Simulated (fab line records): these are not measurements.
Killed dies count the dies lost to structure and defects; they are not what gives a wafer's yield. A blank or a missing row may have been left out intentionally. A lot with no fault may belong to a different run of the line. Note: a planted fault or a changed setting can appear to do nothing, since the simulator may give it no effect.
fab line records + flow nand-harc
record
- lots=13
- wafers=39
- last-day=34
route steps=1302 shown A_ONON_D1@426 THIN_TSV@1275 END@1302
lots that met no fault: from a run of the same line without faults
start-h: hours from the record's first day to the start of the lot's first wafer shown + wait-h: how many hours have passed since the lot's step before this one + " unchanged from the row above + L1.1+2: several wafers, shown together as one row + - either no value or no given start + * or withheld: withheld + < > ~ a bound
route shown NAME@n: a module of which the file shows steps, and the number in the route of the first + usual: the fault-free wafers' mean and standard deviation + same: alike in all rows + chamber/n: place in a boat + sites: per-site readings + _std_site: standard deviation of those values + _edge_site: mean of outer sites minus mean of inner sites + radius-mm: for every site, how far away it sits from the centre of the wafer + mask NAME#n: copy n + behind: the last tool/chamber to shape the wafer + hold: cause of the lot's hold/its duration in hours/its outcome + device: the n, p or np transistor that did not switch + end of line: at the end of the route, the tests of the same wafers + a step with no rows: only its recipe + killed: the dies lost at the first sort to structure and to defects; this is not the yield of the wafer + map: a wafer's dies, x killed, . not, _ none there
set.NAME: the setting as run; set.NAME@STEP: as run at that earlier step + model.NAME: the simulator's own value behind a step, which no gauge read
route steps across a sampled set of lots; one table per step, one row per wafer
services: when a tool's chamber went out of use (start-h, in hours from the record's first day, below 0 if earlier), for how many hours, and the reason
## steps
# step NHARC_A_ONON_D1_DEP_03
# recipe
- target-thk-a=10000
- n2-flow-sccm=2750
- n2o-flow-sccm=2000
- nh3-flow-sccm=500
- sih4-flow-sccm=210
- temp-c=400
# usual
- n2o-flow-sccm=2000/6
| lot.wafer | tool          | chamber | start-h | wait-h | n2o-flow-sccm |
|-----------|---------------|---------|---------|--------|---------------|
| L213.2    | pecvd-onon-02 | 0       | 166.53  | 0.1    | 1999          |
| L213.5    | "             | 0       | "       | "      | 2001          |
| L213.6    | "             | 0       | "       | "      | 1996          |
| L215.2    | pecvd-onon-03 | 0       | 181.82  | 0.1    | 2002          |
| L215.4    | "             | 0       | "       | "      | 1999          |
| L215.5    | "             | 0       | "       | "      | 2006          |
| L216.1    | pecvd-onon-04 | 0       | 191.23  | 0.1    | 1991          |
| L216.2    | "             | 0       | "       | "      | 2001          |
| L216.3    | "             | 0       | "       | "      | 1993          |
| L217.1    | pecvd-onon-02 | 0       | 200.55  | 0.1    | 1994          |
| L217.2    | "             | 0       | "       | "      | 2017          |
| L217.3    | "             | 0       | "       | "      | 1998          |
| L219.1    | pecvd-onon-02 | 0       | 225.64  | 0.1    | 2001          |
| L219.2    | "             | 0       | "       | "      | 2004          |
| L219.5    | "             | 0       | "       | "      | 2016          |
| L220.1    | pecvd-onon-04 | 0       | 230.22  | 0.1    | 1996          |
| L220.4    | "             | 0       | "       | "      | 2004          |
| L220.5    | "             | 0       | "       | "      | 2004          |
| L222.2    | pecvd-onon-02 | 0       | 257.26  | 0.1    | 2005          |
| L222.5    | "             | 0       | "       | "      | 1999          |
| L222.6    | "             | 0       | "       | "      | 1995          |
| L223.2    | pecvd-onon-04 | 0       | 268.19  | 0.1    | 2000          |
| L223.4    | "             | 0       | "       | "      | 2002          |
| L223.6    | "             | 0       | "       | "      | 1999          |
| L225.2    | pecvd-onon-03 | 0       | 279.16  | 0.2    | 2003          |
| L225.3    | "             | 0       | "       | "      | 2010          |
| L225.5    | "             | 0       | "       | "      | 2004          |
| L227.1    | pecvd-onon-02 | 0       | 305.02  | 0.1    | 1994          |
| L227.2    | "             | 0       | "       | "      | 2000          |
| L227.4    | "             | 0       | "       | "      | 1995          |
| L230.1    | pecvd-onon-02 | 0       | 332.32  | 0.1    | 1992          |
| L230.4    | "             | 0       | "       | "      | 1999          |
| L230.5    | "             | 0       | "       | "      | 2010          |
| L232.3    | pecvd-onon-02 | 0       | 349.95  | 0.2    | 1999          |
| L232.5    | "             | 0       | "       | "      | 1991          |
| L232.6    | "             | 0       | "       | "      | 2004          |
| L236.2    | pecvd-onon-04 | 0       | 392.39  | 0.1    | 2002          |
| L236.3    | "             | 0       | "       | "      | 1996          |
| L236.4    | "             | 0       | "       | "      | 2013          |
# step NHARC_THIN_TSV_ANNEAL_52
# recipe
- temp-c=225
- time-s=90
# usual
- wafer_temp_C_max=226.4/0.31
| lot.wafer | tool          | chamber | start-h | wait-h | wafer_temp_C_max |
|-----------|---------------|---------|---------|--------|------------------|
| L213.2    | rtp-anneal-01 | 0       | 567.48  | 0.7    | 226.4            |
| L213.5    | "             | 0       | "       | "      | 226.1            |
| L213.6    | "             | 0       | "       | "      | 226.8            |
| L216.1    | rtp-anneal-02 | 0       | 572.00  | 0.7    | 226.6            |
| L216.2    | "             | 0       | "       | "      | 226.5            |
| L216.3    | "             | 0       | "       | "      | 226.9            |
| L215.2    | rtp-anneal-02 | 0       | 573.00  | 0.7    | 226.7            |
| L215.4    | "             | 0       | "       | "      | 226.5            |
| L215.5    | "             | 0       | "       | "      | 226.8            |
| L217.1    | rtp-anneal-02 | 0       | 582.62  | 0.8    | 226.7            |
| L217.2    | "             | 0       | "       | "      | 227.2            |
| L217.3    | "             | 0       | "       | "      | 226.9            |
| L220.1    | rtp-anneal-02 | 0       | 609.42  | 0.6    | 226.7            |
| L220.4    | "             | 0       | "       | "      | 226.5            |
| L220.5    | "             | 0       | "       | "      | 226.5            |
| L219.1    | rtp-anneal-01 | 0       | 615.83  | 0.5    | 226.1            |
| L219.2    | "             | 0       | "       | "      | 226.3            |
| L219.5    | "             | 0       | "       | "      | 226.8            |
| L222.2    | rtp-anneal-01 | 0       | 643.15  | 0.6    | 226.6            |
| L222.5    | "             | 0       | "       | "      | 226.9            |
| L222.6    | "             | 0       | "       | "      | 226.3            |
| L223.2    | rtp-anneal-01 | 0       | 651.07  | 0.7    | 226.4            |
| L223.4    | "             | 0       | "       | "      | 226.8            |
| L223.6    | "             | 0       | "       | "      | 225.9            |
| L225.2    | rtp-anneal-02 | 0       | 664.35  | 0.6    | 226.7            |
| L225.3    | "             | 0       | "       | "      | 226.5            |
| L225.5    | "             | 0       | "       | "      | 226.3            |
| L227.1    | rtp-anneal-01 | 0       | 694.81  | 0.7    | 226.0            |
| L227.2    | "             | 0       | "       | "      | 226.1            |
| L227.4    | "             | 0       | "       | "      | 226.4            |
| L230.1    | rtp-anneal-02 | 0       | 720.71  | 0.6    | 226.0            |
| L230.4    | "             | 0       | "       | "      | 226.4            |
| L230.5    | "             | 0       | "       | "      | 226.1            |
| L232.3    | rtp-anneal-01 | 0       | 763.11  | 0.5    | 226.6            |
| L232.5    | "             | 0       | "       | "      | 226.4            |
| L232.6    | "             | 0       | "       | "      | 225.9            |
| L236.2    | rtp-anneal-02 | 0       | 813.98  | 0.7    | 226.6            |
| L236.3    | "             | 0       | "       | "      | 226.7            |
| L236.4    | "             | 0       | "       | "      | 227.1            |
# step NHARC_THIN_TSV_DESCUM_35
# recipe
- time-s=3
- o2-flow-sccm=200
- ar-flow-sccm=0
- bias-power-w=0
- chemistry=O2
# usual
- drypump-motor-current-A=5.6/0.37
- o2-flow-sccm=200.1/0.62
- oes-product-au=1.003/0.0097
- rf-vpp-V=57.6/0.93
- showerhead-plenum-p-Torr=1.87/0.1
- throttle-valve-pct=11.311/0.0093
| lot.wafer | tool        | chamber | start-h | wait-h | drypump-motor-current-A | o2-flow-sccm | oes-product-au | rf-hours-counter-h | rf-vpp-V | showerhead-plenum-p-Torr | throttle-valve-pct |
|-----------|-------------|---------|---------|--------|-------------------------|--------------|----------------|--------------------|----------|--------------------------|--------------------|
| L213.2    | rie-diel-02 | 0       | 569.45  | -      | 5.1                     | 199.5        | 0.995          | 8.9                | 58.7     | 2.01                     | 11.313             |
| L213.6    | "           | 2       | "       | "      | 5.7                     | 201.2        | 1.006          | -                  | 58.6     | 2.03                     | 11.287             |
| L213.5    | "           | 3       | "       | "      | 5.8                     | 200.0        | 0.999          | -                  | 59.3     | 2.06                     | 11.325             |
| L216.3    | rie-diel-03 | 3       | 573.97  | -      | 5.8                     | 199.9        | 1.005          | 4.5                | 58.1     | 1.78                     | 11.297             |
| L216.1    | "           | 0       | "       | "      | 5.3                     | 200.0        | 0.989          | 3.9                | 57.9     | 1.77                     | 11.296             |
| L216.2    | "           | 2       | "       | "      | 5.6                     | 199.7        | 1.012          | 5.5                | 57.6     | 1.85                     | 11.300             |
| L215.4    | rie-diel-13 | 3       | 574.93  | -      | 6.2                     | 199.6        | 1.009          | 3.9                | 57.1     | 1.78                     | 11.315             |
| L215.2    | "           | 2       | "       | "      | 5.0                     | 199.5        | 1.018          | 3.7                | 56.0     | 1.81                     | 11.319             |
| L215.5    | "           | 3       | "       | "      | 6.2                     | 200.1        | 1.006          | -                  | 57.9     | 1.78                     | 11.297             |
| L217.3    | rie-diel-03 | 2       | 584.73  | -      | 5.5                     | 200.8        | 1.005          | 5.7                | 57.6     | 1.85                     | 11.296             |
| L217.1    | "           | 3       | "       | "      | 5.8                     | 200.8        | 1.009          | 4.8                | 55.2     | 1.78                     | 11.312             |
| L217.2    | "           | 0       | "       | "      | 5.3                     | 200.2        | 1.001          | 4.2                | 56.5     | 1.78                     | 11.307             |
| L220.1    | rie-diel-03 | 0       | 611.43  | -      | 5.3                     | 200.8        | 0.996          | 5.5                | 56.9     | 1.77                     | 11.318             |
| L220.4    | "           | 2       | "       | "      | 5.5                     | 199.8        | 1.009          | -                  | 58.9     | 1.85                     | 11.313             |
| L220.5    | "           | 3       | "       | "      | 5.9                     | 199.3        | 1.000          | -                  | 59.1     | 1.78                     | 11.298             |
| L219.1    | rie-diel-13 | 0       | 617.97  | -      | 5.5                     | 200.3        | 0.996          | 6.5                | 58.9     | 1.85                     | 11.308             |
| L219.2    | "           | 2       | "       | "      | 5.0                     | 199.2        | 1.011          | 7.7                | 57.6     | 1.81                     | 11.298             |
| L219.5    | "           | 0       | "       | "      | 5.5                     | 199.9        | 1.009          | -                  | 57.4     | 1.85                     | 11.301             |
| L222.2    | rie-diel-13 | 0       | 645.12  | -      | 5.5                     | 200.5        | 1.005          | 7.8                | 55.9     | 1.85                     | 11.291             |
| L222.6    | "           | 1       | "       | "      | 5.4                     | 199.9        | 1.005          | -                  | 58.0     | 1.79                     | 11.310             |
| L222.5    | "           | 2       | "       | "      | 4.9                     | 199.8        | 1.004          | -                  | 57.7     | 1.81                     | 11.313             |
| L223.4    | rie-diel-13 | 2       | 653.13  | -      | 5.1                     | 199.8        | 1.009          | 8.9                | 57.4     | 1.81                     | 11.310             |
| L223.2    | "           | 1       | "       | "      | 5.4                     | 200.4        | 1.002          | 7.0                | 58.1     | 1.79                     | 11.324             |
| L223.6    | "           | 2       | "       | "      | 5.0                     | 199.1        | 1.004          | -                  | 58.3     | 1.81                     | 11.307             |
| L225.2    | rie-diel-02 | 2       | 666.42  | -      | 5.7                     | 199.2        | 1.013          | 4.1                | 57.4     | 2.03                     | 11.320             |
| L225.3    | "           | 3       | "       | "      | 5.8                     | 199.8        | 0.999          | 6.0                | 58.9     | 2.06                     | 11.299             |
| L225.5    | "           | 1       | "       | "      | 5.2                     | 199.3        | 0.999          | -                  | 57.5     | 1.99                     | 11.327             |
| L227.2    | rie-diel-02 | 3       | 696.80  | -      | 5.8                     | 200.7        | 1.002          | 7.4                | 58.0     | 2.06                     | 11.301             |
| L227.1    | "           | 0       | "       | "      | 5.1                     | 199.9        | 0.977          | 7.6                | 56.9     | 2.00                     | 11.310             |
| L227.4    | "           | 2       | "       | "      | 5.7                     | 200.2        | 0.998          | 5.5                | 58.6     | 2.02                     | 11.321             |
| L230.1    | rie-diel-03 | 2       | 722.83  | -      | 5.6                     | 200.4        | 0.999          | 5.3                | 55.4     | 1.84                     | 11.316             |
| L230.4    | "           | 3       | "       | "      | 5.9                     | 200.9        | 1.011          | 4.5                | 57.2     | 1.78                     | 11.313             |
| L230.5    | "           | 2       | "       | "      | 5.5                     | 200.8        | 1.020          | -                  | 57.9     | 1.84                     | 11.314             |
| L232.3    | rie-diel-03 | 3       | 765.12  | -      | 5.9                     | 200.3        | 1.009          | 5.5                | 57.3     | 1.78                     | 11.310             |
| L232.6    | "           | 2       | "       | "      | 5.6                     | 200.2        | 1.009          | -                  | 55.5     | 1.84                     | 11.326             |
| L232.5    | "           | 3       | "       | "      | 5.8                     | 200.1        | 1.012          | -                  | 58.0     | 1.78                     | 11.304             |
| L236.2    | rie-diel-02 | 0       | 815.95  | -      | 5.1                     | 199.8        | 0.993          | 2.7                | 58.4     | 2.00                     | 11.316             |
| L236.4    | "           | 2       | "       | "      | 5.7                     | 199.6        | 0.999          | 2.0                | 58.1     | 2.02                     | 11.307             |
| L236.3    | "           | 3       | "       | "      | 5.8                     | 200.1        | 1.012          | 2.0                | 58.6     | 2.06                     | 11.320             |
# step NHARC_THIN_TSV_ETCH_36
# recipe
- target-depth-a=650
- over-etch-frac=0.3
- time-s=18.571
- ion-energy-ev=150
- chemistry=Cl2/BCl3
# usual
- drypump-motor-current-A=6.0/0.48
- oes-product-au=0.994/0.0087
| lot.wafer | tool         | chamber | start-h | wait-h | drypump-motor-current-A | oes-product-au | rf-hours-counter-h |
|-----------|--------------|---------|---------|--------|-------------------------|----------------|--------------------|
| L213.2    | rie-metal-01 | 0       | 569.81  | 0.2    | 6.6                     | 0.990          | 2.9                |
| L213.5    | "            | 0       | "       | "      | 6.6                     | 0.998          | -                  |
| L213.6    | "            | 1       | "       | "      | 6.4                     | 1.003          | -                  |
| L216.1    | rie-metal-02 | 0       | 574.36  | 0.2    | 5.2                     | 1.001          | 2.2                |
| L216.2    | "            | 1       | "       | "      | 5.7                     | 1.002          | 2.2                |
| L216.3    | "            | 0       | "       | "      | 5.1                     | 1.010          | -                  |
| L215.2    | rie-metal-03 | 1       | 575.32  | 0.2    | 5.6                     | 0.990          | 1.0                |
| L215.4    | "            | 0       | "       | "      | 5.9                     | 1.002          | -                  |
| L215.5    | "            | 1       | "       | "      | 5.5                     | 0.993          | -                  |
| L217.2    | rie-metal-01 | 1       | 585.10  | 0.2    | 6.5                     | 0.996          | 0.2                |
| L217.1    | "            | 0       | "       | "      | 6.6                     | 0.978          | 0.2                |
| L217.3    | "            | 1       | "       | "      | 6.4                     | 0.997          | -                  |
| L220.1    | rie-metal-01 | 1       | 612.02  | 0.4    | 6.5                     | 0.981          | 1.0                |
| L220.4    | "            | 1       | "       | "      | 6.4                     | 0.995          | -                  |
| L220.5    | "            | 1       | "       | "      | 6.4                     | 0.988          | -                  |
| L219.2    | rie-metal-03 | 1       | 618.38  | 0.2    | 5.6                     | 1.008          | 1.8                |
| L219.1    | "            | 0       | "       | "      | 5.9                     | 0.990          | 1.8                |
| L219.5    | "            | 1       | "       | "      | 5.6                     | 0.990          | -                  |
| L222.2    | rie-metal-02 | 1       | 645.47  | 0.2    | 5.7                     | 1.009          | 0.2                |
| L222.6    | "            | 0       | "       | "      | 5.2                     | 0.989          | -                  |
| L222.5    | "            | 1       | "       | "      | 5.8                     | 1.003          | -                  |
| L223.2    | rie-metal-03 | 0       | 653.52  | 0.2    | 5.9                     | 0.997          | 2.3                |
| L223.4    | "            | 1       | "       | "      | 5.6                     | 0.990          | -                  |
| L223.6    | "            | 1       | "       | "      | 5.6                     | 1.003          | -                  |
| L225.2    | rie-metal-01 | 0       | 666.78  | 0.2    | 6.6                     | 0.981          | 1.0                |
| L225.3    | "            | 1       | "       | "      | 6.4                     | 0.982          | -                  |
| L225.5    | "            | 0       | "       | "      | 6.6                     | 0.983          | -                  |
| L227.1    | rie-metal-02 | 0       | 697.19  | 0.2    | 5.1                     | 1.002          | 1.1                |
| L227.2    | "            | 1       | "       | "      | 5.8                     | 1.001          | 1.1                |
| L227.4    | "            | 1       | "       | "      | 5.8                     | 0.999          | -                  |
| L230.1    | rie-metal-03 | 1       | 723.20  | 0.2    | 5.5                     | 0.983          | 0.4                |
| L230.4    | "            | 1       | "       | "      | 5.6                     | 0.992          | -                  |
| L230.5    | "            | 1       | "       | "      | 5.6                     | 0.985          | -                  |
| L232.3    | rie-metal-01 | 1       | 765.52  | 0.1    | 6.5                     | 0.984          | -                  |
| L232.6    | "            | 0       | "       | "      | 6.6                     | 0.990          | -                  |
| L232.5    | "            | 1       | "       | "      | 6.4                     | 0.980          | -                  |
| L236.2    | rie-metal-03 | 1       | 816.34  | 0.2    | 5.6                     | 0.997          | 1.7                |
| L236.3    | "            | 1       | "       | "      | 5.6                     | 0.995          | -                  |
| L236.4    | "            | 0       | "       | "      | 6.0                     | 1.003          | -                  |
# step NHARC_END_SORT_01
# recipe
- temp-c=25
# usual
- killed-at-array=62/22
- killed-at-other=1.0/1.4
- killed-at-periphery=4.2/2.8
- killed-dies=67/23
- killed-open=3.1/1.7
- killed-short=2.1/1.5
# same
- gross-dies=677
| lot.wafer | tool      | chamber | start-h | wait-h | killed-at-array | killed-at-other | killed-at-periphery | killed-dies | killed-open | killed-short |
|-----------|-----------|---------|---------|--------|-----------------|-----------------|---------------------|-------------|-------------|--------------|
| L225.3    | prober-02 | 0       | 676.87  | 3.1    | 36              | 1               | 1                   | 38          | 4           | 3            |
| L225.5    | prober-02 | 0       | 678.48  | 3.7    | 42              | 0               | 2                   | 44          | 3           | 2            |
| L230.1    | prober-01 | 0       | 731.63  | 2.5    | 117             | 0               | 2                   | 119         | 3           | 2            |
| L230.4    | prober-01 | 0       | 734.02  | 3.4    | 128             | 0               | 1                   | 129         | 5           | 0            |
| L230.5    | prober-01 | 0       | 734.81  | 3.7    | 128             | 0               | 1                   | 129         | 4           | 2            |
| L232.3    | prober-02 | 0       | 775.51  | 3.1    | 155             | 1               | 3                   | 159         | 3           | 2            |
| L232.5    | prober-02 | 0       | 777.08  | 3.6    | 140             | 3               | 7                   | 150         | 4           | 4            |
| L232.6    | prober-02 | 0       | 777.87  | 3.9    | 142             | 7               | 3                   | 152         | 4           | 4            |
# killed by level:class
L225.3 A_CHANNEL_HOLE_D2:chamber-film-flake=19 A_CHANNEL_HOLE_D1:chamber-film-flake=7 P_M0:geometric-particle:open=1 A_ONON_D1:geometric-particle:short=1 A_ONON_D1:geometric-particle:open=1 A_CHANNEL_FILL_D1:geometric-particle:short=1 A_CHANNEL_FILL_D1:geometric-particle:open=1 A_DECK1_JOINT:geometric-particle:short=1
L225.5 A_CHANNEL_HOLE_D2:chamber-film-flake=20 A_CHANNEL_HOLE_D1:chamber-film-flake=10 A_DECK1_JOINT:chamber-film-flake=2 A_SLIT:chamber-film-flake=2 A_CONTACT:chamber-film-flake=2 A_M1:chamber-film-flake=2 P_CONTACT:geometric-particle:open=1 P_M0:geometric-particle:open=1
L230.1 A_ONON_D1:unspecified=94 A_CHANNEL_HOLE_D1:chamber-film-flake=5 A_SLIT:chamber-film-flake=5 P_ZERO_WELL:chamber-film-flake=2 A_CHANNEL_FILL_D2:chamber-film-flake=2 A_DECK1_JOINT:chamber-film-flake=2 A_STAIRCASE:chamber-film-flake=2 A_ONON_D1:geometric-particle:open=1
L230.4 A_ONON_D1:unspecified=96 A_CHANNEL_HOLE_D1:chamber-film-flake=12 A_SLIT:chamber-film-flake=6 A_STAIRCASE:chamber-film-flake=3 A_CONTACT:chamber-film-flake=3 A_M0:geometric-particle:open=2 A_CHANNEL_HOLE_D1:geometric-particle:open=1 A_SLIT:geometric-particle:open=1
L230.5 A_ONON_D1:unspecified=97 A_CHANNEL_HOLE_D1:chamber-film-flake=12 A_SLIT:chamber-film-flake=5 A_CHANNEL_FILL_D1:chamber-film-flake=2 A_STAIRCASE:chamber-film-flake=2 A_CONTACT:chamber-film-flake=2 A_SOURCE_PLATE:geometric-particle:open=1 A_ONON_D1:geometric-particle:short=1
L232.3 A_ONON_D1:unspecified=99 A_CHANNEL_HOLE_D2:chamber-film-flake=29 A_CHANNEL_HOLE_D1:chamber-film-flake=7 A_SLIT:chamber-film-flake=5 A_STAIRCASE:chamber-film-flake=3 P_ZERO_WELL:chamber-film-flake=2 A_ZERO_WELL:chamber-film-flake=2 A_CHANNEL_FILL_D1:chamber-film-flake=2
L232.5 A_ONON_D1:unspecified=99 A_CHANNEL_HOLE_D1:chamber-film-flake=12 A_CHANNEL_HOLE_D2:chamber-film-flake=10 A_SLIT:chamber-film-flake=6 THIN_TSV:chamber-film-flake=3 A_ONON_D2:geometric-particle:open=2 P_ZERO_WELL:chamber-film-flake=2 A_ZERO_WELL:chamber-film-flake=2
L232.6 A_ONON_D1:unspecified=91 A_CHANNEL_HOLE_D2:chamber-film-flake=28 THIN_TSV:chamber-film-flake=7 A_CHANNEL_HOLE_D1:chamber-film-flake=5 A_STAIRCASE:chamber-film-flake=3 A_SLIT:chamber-film-flake=3 A_CONTACT:chamber-film-flake=2 A_SOURCE_PLATE:geometric-particle:open=1
## services
| tool          | chamber | start-h | hours | kind   |
|---------------|---------|---------|-------|--------|
| rie-metal-03  | -       | 165.00  | 9.0   | pm     |
| pecvd-onon-02 | -       | 185.26  | 13.0  | pm     |
| rie-diel-03   | 0       | 213.28  | 5.7   | repair |
| rie-diel-03   | 1       | 214.60  | 5.0   | repair |
| rie-metal-01  | -       | 221.00  | 9.0   | pm     |
| rie-diel-03   | -       | 253.51  | 0.7   | repair |
| rie-diel-03   | -       | 281.30  | 9.0   | pm     |
| rie-diel-03   | 3       | 296.53  | 3.5   | repair |
| rie-diel-03   | 2       | 304.64  | 5.4   | repair |
| pecvd-onon-02 | -       | 309.62  | 2.4   | repair |
| rie-metal-03  | -       | 342.00  | 9.0   | pm     |
| rie-diel-03   | 2       | 354.60  | 2.1   | repair |
| rie-metal-01  | -       | 358.53  | 0.5   | repair |
| pecvd-onon-02 | -       | 366.51  | 13.0  | pm     |
| rtp-anneal-01 | -       | 372.00  | 12.0  | pm     |
| rie-metal-03  | 0       | 387.64  | 3.8   | repair |
| rie-metal-01  | -       | 398.00  | 9.0   | pm     |
| rie-diel-03   | 0       | 398.76  | 8.7   | repair |
| rie-diel-03   | -       | 458.30  | 9.0   | pm     |
| rie-metal-03  | -       | 519.00  | 9.0   | pm     |
| pecvd-onon-02 | -       | 547.67  | 13.0  | pm     |
| pecvd-onon-02 | -       | 728.67  | 13.0  | pm     |
| rtp-anneal-02 | -       | 744.00  | 12.0  | pm     |
| pecvd-onon-02 | -       | 787.29  | 2.0   | repair |
## key
first-sign
- step=NHARC_END_SORT_01
- reading=killed-at-array
- direction=up
- sigmas=3.3
- usual=62
- struck=135
effect
- step=NHARC_END_SORT_01
- reading=killed-dies
- direction=up
- sigmas=3.2
- usual=67
- struck=140
more-kills-born-at
- NHARC_A_ONON_D1_DEP_03@pecvd-onon-02=576
met-at NHARC_A_ONON_D1_DEP_03
struck-lots L230,L232
tester-left-out L230,L232
not-acting-at NHARC_THIN_TSV_ANNEAL_52,NHARC_THIN_TSV_DESCUM_35,NHARC_THIN_TSV_ETCH_36
onset-between 305.02 332.32
fault
- kind=chamber-particle-source
- tool=pecvd-onon-02
- chamber=-
- onset-h=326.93
- steps=NHARC_A_ONON_D1_DEP_03
- rate-per-visit-cm2=1.3547
- end-h=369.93
# tester-left-out: of these lots the tester's yield and bins aren't shown, on N5 and GAA mostly nor the transistor test; their killed dies are dies lost to structure and defects alone, not to doping, threshold or leakage, so they don't give the yield
